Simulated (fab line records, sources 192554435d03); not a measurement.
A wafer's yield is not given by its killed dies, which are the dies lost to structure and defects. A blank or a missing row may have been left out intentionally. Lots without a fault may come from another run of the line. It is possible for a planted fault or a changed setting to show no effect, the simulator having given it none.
Which tool did it? -- flow n5 finfet -- 72 wafers from 24 lots sampled at 3 of the route's 1938 steps

== WHAT THE GAUGES SHOWED, per wafer ==
N5_BEOL_M2_RS_MEAS_58: a four-point-probe measurement.
lot,measured,on,M2_RS (ohm/sq)
L074,day 7 02:33,film metro-01,0.75 0.66 0.65
L076,day 7 06:40,film metro-02,0.69 0.70 0.69
L075,day 7 07:15,film metro-02,0.63 0.65 0.64
L077,day 7 18:16,film metro-01,0.67 0.72 0.72
L078,day 8 11:24,film metro-02,0.69 0.67 0.65
L079,day 8 15:10,film metro-01,0.71 0.69 0.72
L080,day 8 17:20,film metro-02,0.72 0.62 0.69
L081,day 9 04:48,film metro-01,0.64 0.62 0.68
L083,day 9 10:19,film metro-02,0.61 0.73 0.73
L082,day 9 10:58,film metro-02,0.66 0.61 0.71
L084,day 9 15:44,film metro-01,0.64 0.68 0.72
L085,day 9 19:36,film metro-01,0.66 0.67 0.68
L087,day 10 04:41,film metro-01,0.72 0.68 0.73
L086,day 10 09:55,film metro-02,0.72 0.69 0.68
L089,day 10 17:53,film metro-02,0.71 0.62 0.75
L088,day 10 23:50,film metro-02,0.76 0.63 0.69
L090,day 11 05:52,film metro-02,0.69 0.65 0.68
L091,day 11 14:19,film metro-02,0.69 0.73 0.65
L092,day 11 14:35,film metro-02,0.65 0.67 0.70
L093,day 11 19:04,film metro-02,0.75 0.67 0.73
L094,day 12 10:44,film metro-02,0.68 0.70 0.74
L095,day 12 11:26,film metro-02,0.69 0.66 0.69
L096,day 12 12:36,film metro-02,0.65 0.71 0.72
L097,day 13 00:19,film metro-01,0.72 0.74 0.67

N5_BEOL_M2_INSPECT_59: inspects for defects (darkfield).
lot,measured,on,raw defect count
L074,day 7 02:34,defect inspect-01,79 112 102
L076,day 7 06:41,defect inspect-02,86 66 60
L075,day 7 07:17,defect inspect-01,84 83 44
L077,day 7 18:17,defect inspect-02,74 85 129
L078,day 8 11:25,defect inspect-02,52 43 63
L079,day 8 15:12,defect inspect-01,80 79 77
L080,day 8 17:22,defect inspect-02,74 125 78
L081,day 9 04:50,defect inspect-02,90 85 120
L083,day 9 10:20,defect inspect-01,63 69 86
L082,day 9 10:59,defect inspect-02,70 114 74
L084,day 9 15:46,defect inspect-02,117 71 116
L085,day 9 19:37,defect inspect-01,65 58 58
L087,day 10 04:42,defect inspect-01,102 66 106
L086,day 10 09:56,defect inspect-02,72 49 81
L089,day 10 17:55,defect inspect-02,49 49 64
L088,day 10 23:52,defect inspect-01,83 83 100
L090,day 11 05:53,defect inspect-02,43 72 78
L091,day 11 14:20,defect inspect-02,70 98 61
L092,day 11 14:37,defect inspect-02,68 83 75
L093,day 11 19:05,defect inspect-01,47 56 49
L094,day 12 10:46,defect inspect-02,72 56 29
L095,day 12 11:28,defect inspect-02,75 136 190
L096,day 12 12:38,defect inspect-02,195 67 108
L097,day 13 00:56,defect inspect-01,46 54 36

N5_BEOL_M3_INSPECT_13: inspects for defects (brightfield).
lot,measured,on,raw defect count
L074,day 7 04:37,defect inspect-01,543 722 704
L076,day 7 08:44,defect inspect-02,366 344 321
L075,day 7 13:22,defect inspect-02,402 372 414
L077,day 7 19:41,defect inspect-02,375 493 470
L078,day 8 12:35,defect inspect-02,409 472 471
L079,day 8 16:57,defect inspect-02,418 495 383
L080,day 8 20:53,defect inspect-02,473 479 606
L081,day 9 05:47,defect inspect-02,506 549 538
L083,day 9 13:25,defect inspect-01,355 433 488
L082,day 9 13:38,defect inspect-02,469 525 447
L084,day 9 17:05,defect inspect-01,564 497 501
L085,day 9 22:47,defect inspect-01,491 584 480
L087,day 10 06:23,defect inspect-01,459 520 485
L086,day 10 11:08,defect inspect-02,457 316 444
L089,day 10 20:23,defect inspect-02,328 481 378
L088,day 11 01:47,defect inspect-01,647 511 497
L090,day 11 06:44,defect inspect-02,242 380 339
L091,day 11 18:41,defect inspect-02,421 393 402
L092,day 11 19:01,defect inspect-01,355 466 305
L093,day 11 20:19,defect inspect-02,269 286 360
L094,day 12 12:11,defect inspect-01,378 573 332
L095,day 12 12:28,defect inspect-01,462 550 608
L096,day 12 15:14,defect inspect-01,652 465 634
L097,day 13 03:51,defect inspect-02,522 576 423

== WHICH TOOL RAN EACH LOT (tool, then ch and the chambers of the sampled wafers, then the start) ==
There is no process step in the record ahead of these readings.

== AS READ BY THE TOOLS THEMSELVES (means over the sampled wafers that have a number; for cases with no such wafer, the mark the record gives instead) ==
The record holds no such reading with a usual standard deviation.

== THE ANSWER, worked out from the rows above alone ==
Rule: the usual values come from the lots themselves. Put in order of their means at a reading, lots are off if they are a third of the lots or fewer, leave a main group of 4 or more, and stand apart from it by a gap of 3 or more times the standard deviation of the main group's means; of several such gaps the widest counts. The tables above print the reading to a certain number of digits; a main group whose means all agree to those digits is not used. A lot without any number at a reading at which 4 lots or more have one is off too. Any other lot the step has rows for is counted as sound. Order of review: gauges by route order, followed by the tools' own readings, for which a lot's mean as printed above is used. The first step at which some lot is off is used, and at that step the reading that is off furthest; a lot without a number counts as furthest.
None of the lots is off at any reading shown; this tells nothing.

== WHAT HAD BEEN PUT IN BY THE SIMULATOR ==
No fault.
